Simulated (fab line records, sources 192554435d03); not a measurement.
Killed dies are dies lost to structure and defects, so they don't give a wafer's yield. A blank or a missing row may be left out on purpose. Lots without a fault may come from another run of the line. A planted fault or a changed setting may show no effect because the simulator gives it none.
Chamber matching | flow n5_finfet | N5_GATE_CUT_CMP_43 on cmp-03: 4 sister chambers
The step polishes SiO2. 4 wafers are shown with their chamber, then 8 later ones without.

WAFERS WITH THEIR CHAMBER
wafer  | chamber | motor_current_A (A)
L090.2 | 1       | 11.2
L094.1 | 0       | 9.7
L094.3 | 3       | 11.5
L095.4 | 2       | 13.8

WAFERS WITHOUT THEIR CHAMBER
wafer  | motor_current_A (A)
L095.5 | 11.4
L095.6 | 14.2
L096.2 | 9.8
L096.3 | 11.9
L096.6 | 14.2
L097.1 | 9.7
L097.2 | 14.5
L097.5 | 11.4

WHICH CHAMBER EACH WENT THROUGH
wafer  | from the rows above     | in truth
L095.5 | can't be placed: 3 or 1 | 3
L095.6 | 2                       | 2
L096.2 | 0                       | 0
L096.3 | can't be placed: 3 or 1 | 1
L096.6 | 2                       | 2
L097.1 | 0                       | 0
L097.2 | 2                       | 2
L097.5 | can't be placed: 3 or 1 | 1
Placed correctly: 5 of 8. Can't be placed from these rows: 3 (the true chamber is among the candidates in 3). Placed wrongly: 0.
How it was worked out, from the rows above alone: a wafer's distance from a chamber is the root of the sum, over the readings, of the square of ((its reading less the chamber's mean) divided by the reading's scatter). The wafer belongs to the nearest chamber; if the next one is less than 2 further off, it can't be placed. A chamber's mean is the mean of its shown wafers. The scatter: with one shown wafer a chamber, the root of the mean of the squares of how far each hidden wafer lies from its nearest shown one.
